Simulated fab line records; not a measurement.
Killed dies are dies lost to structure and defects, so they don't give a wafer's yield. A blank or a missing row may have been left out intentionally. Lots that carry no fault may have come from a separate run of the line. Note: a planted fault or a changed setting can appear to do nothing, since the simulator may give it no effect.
Chamber matching || flow nand_harc || 4 sister chambers for NHARC_A_BONDPAD_CMP_19 on cmp-02
The step polishes, t overpolish 30 s, cu recess touch 16 s, target thk 169.82 nm. 18 wafers are shown with their chamber, then 9 later ones without.

## WAFERS PAIRED WITH THEIR CHAMBERS
{"wafer": "L076.2", "chamber": 0, "motor_current_A (A)": 12.3, "retaining_ring_pressure_frac": 1.002, "overpolish_run_s (s)": 29.996}
{"wafer": "L076.3", "chamber": 3, "motor_current_A (A)": 12.5, "retaining_ring_pressure_frac": 1.004, "overpolish_run_s (s)": 30.006}
{"wafer": "L076.6", "chamber": 3, "motor_current_A (A)": 12.7, "retaining_ring_pressure_frac": 1.000, "overpolish_run_s (s)": 29.995}
{"wafer": "L078.3", "chamber": 0, "motor_current_A (A)": 12.5, "retaining_ring_pressure_frac": 1.007, "overpolish_run_s (s)": 30.014}
{"wafer": "L078.4", "chamber": 1, "motor_current_A (A)": 12.7, "retaining_ring_pressure_frac": 0.997, "overpolish_run_s (s)": 30.009}
{"wafer": "L078.6", "chamber": 3, "motor_current_A (A)": 11.8, "retaining_ring_pressure_frac": 0.995, "overpolish_run_s (s)": 30.004}
{"wafer": "L083.1", "chamber": 1, "motor_current_A (A)": 12.9, "retaining_ring_pressure_frac": 0.999, "overpolish_run_s (s)": 30.001}
{"wafer": "L083.5", "chamber": 1, "motor_current_A (A)": 13.0, "retaining_ring_pressure_frac": 0.999, "overpolish_run_s (s)": 30.000}
{"wafer": "L083.6", "chamber": 2, "motor_current_A (A)": 12.6, "retaining_ring_pressure_frac": 0.996, "overpolish_run_s (s)": 29.999}
{"wafer": "L085.3", "chamber": 3, "motor_current_A (A)": 12.7, "retaining_ring_pressure_frac": 1.007, "overpolish_run_s (s)": 30.005}
{"wafer": "L085.4", "chamber": 0, "motor_current_A (A)": 12.6, "retaining_ring_pressure_frac": 0.988, "overpolish_run_s (s)": 29.999}
{"wafer": "L085.6", "chamber": 2, "motor_current_A (A)": 12.4, "retaining_ring_pressure_frac": 1.008, "overpolish_run_s (s)": 30.008}
{"wafer": "L088.2", "chamber": 3, "motor_current_A (A)": 12.2, "retaining_ring_pressure_frac": 1.003, "overpolish_run_s (s)": 29.986}
{"wafer": "L088.4", "chamber": 0, "motor_current_A (A)": 12.7, "retaining_ring_pressure_frac": 0.998, "overpolish_run_s (s)": 30.000}
{"wafer": "L088.5", "chamber": 3, "motor_current_A (A)": 12.3, "retaining_ring_pressure_frac": 1.007, "overpolish_run_s (s)": 30.017}
{"wafer": "L089.1", "chamber": 2, "motor_current_A (A)": 12.0, "retaining_ring_pressure_frac": 1.003, "overpolish_run_s (s)": 29.995}
{"wafer": "L089.3", "chamber": 1, "motor_current_A (A)": 12.5, "retaining_ring_pressure_frac": 0.998, "overpolish_run_s (s)": 29.991}
{"wafer": "L089.6", "chamber": 0, "motor_current_A (A)": 13.1, "retaining_ring_pressure_frac": 0.995, "overpolish_run_s (s)": 30.007}

SIGNATURES (averages over the wafers above)
{"reading": "motor_current_A", "chamber 0": 12.640, "chamber 1": 12.775, "chamber 2": 12.333, "chamber 3": 12.367, "scatter within a chamber": 0.302}
{"reading": "retaining_ring_pressure_frac", "chamber 0": 0.99800, "chamber 1": 0.99825, "chamber 2": 1.00233, "chamber 3": 1.00267, "scatter within a chamber": 0.00526}
{"reading": "overpolish_run_s", "chamber 0": 30.00320, "chamber 1": 30.00025, "chamber 2": 30.00067, "chamber 3": 30.00217, "scatter within a chamber": 0.00854}
Rule: for a wafer and a chamber, the distance is found by dividing, reading by reading, the gap between the wafer's reading and the chamber's mean by the reading's scatter, squaring, summing and taking the root. The wafer belongs to the nearest chamber; if the next one is less than 2 further off, it can't be placed. The scatter: take each reading less its chamber's mean, square it, sum over the shown wafers, divide by the number of wafers less the number of chambers, and take the root.

## WAFERS WITH NO CHAMBER GIVEN
{"wafer": "L091.2", "motor_current_A (A)": 12.7, "retaining_ring_pressure_frac": 1.000, "overpolish_run_s (s)": 29.994}
{"wafer": "L091.3", "motor_current_A (A)": 13.1, "retaining_ring_pressure_frac": 1.002, "overpolish_run_s (s)": 29.984}
{"wafer": "L091.5", "motor_current_A (A)": 12.9, "retaining_ring_pressure_frac": 1.003, "overpolish_run_s (s)": 29.990}
{"wafer": "L096.4", "motor_current_A (A)": 12.7, "retaining_ring_pressure_frac": 1.003, "overpolish_run_s (s)": 30.004}
{"wafer": "L096.5", "motor_current_A (A)": 12.1, "retaining_ring_pressure_frac": 1.003, "overpolish_run_s (s)": 29.995}
{"wafer": "L096.6", "motor_current_A (A)": 13.0, "retaining_ring_pressure_frac": 1.000, "overpolish_run_s (s)": 29.994}
{"wafer": "L097.2", "motor_current_A (A)": 12.1, "retaining_ring_pressure_frac": 1.002, "overpolish_run_s (s)": 29.994}
{"wafer": "L097.3", "motor_current_A (A)": 13.4, "retaining_ring_pressure_frac": 0.996, "overpolish_run_s (s)": 29.993}
{"wafer": "L097.4", "motor_current_A (A)": 12.4, "retaining_ring_pressure_frac": 0.998, "overpolish_run_s (s)": 30.014}

## EACH ONE'S CHAMBER
{"wafer": "L091.2", "from the rows above": "can't be placed: 1 or 0 or 2 or 3", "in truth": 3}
{"wafer": "L091.3", "from the rows above": "can't be placed: 1 or 0 or 2 or 3", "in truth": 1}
{"wafer": "L091.5", "from the rows above": "can't be placed: 1 or 0 or 2 or 3", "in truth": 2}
{"wafer": "L096.4", "from the rows above": "can't be placed: 0 or 1 or 3 or 2", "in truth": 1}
{"wafer": "L096.5", "from the rows above": "can't be placed: 2 or 3 or 0 or 1", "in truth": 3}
{"wafer": "L096.6", "from the rows above": "can't be placed: 1 or 0 or 3 or 2", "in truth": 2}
{"wafer": "L097.2", "from the rows above": "can't be placed: 2 or 3 or 0 or 1", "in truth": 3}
{"wafer": "L097.3", "from the rows above": "can't be placed: 1 or 0 or 3 or 2", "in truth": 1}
{"wafer": "L097.4", "from the rows above": "can't be placed: 0 or 3 or 2 or 1", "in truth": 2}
Placed correctly: 0 of 9. Cannot be placed on the basis of these rows: 9; the candidates contain the true chamber in 9. Placed wrongly: 0.
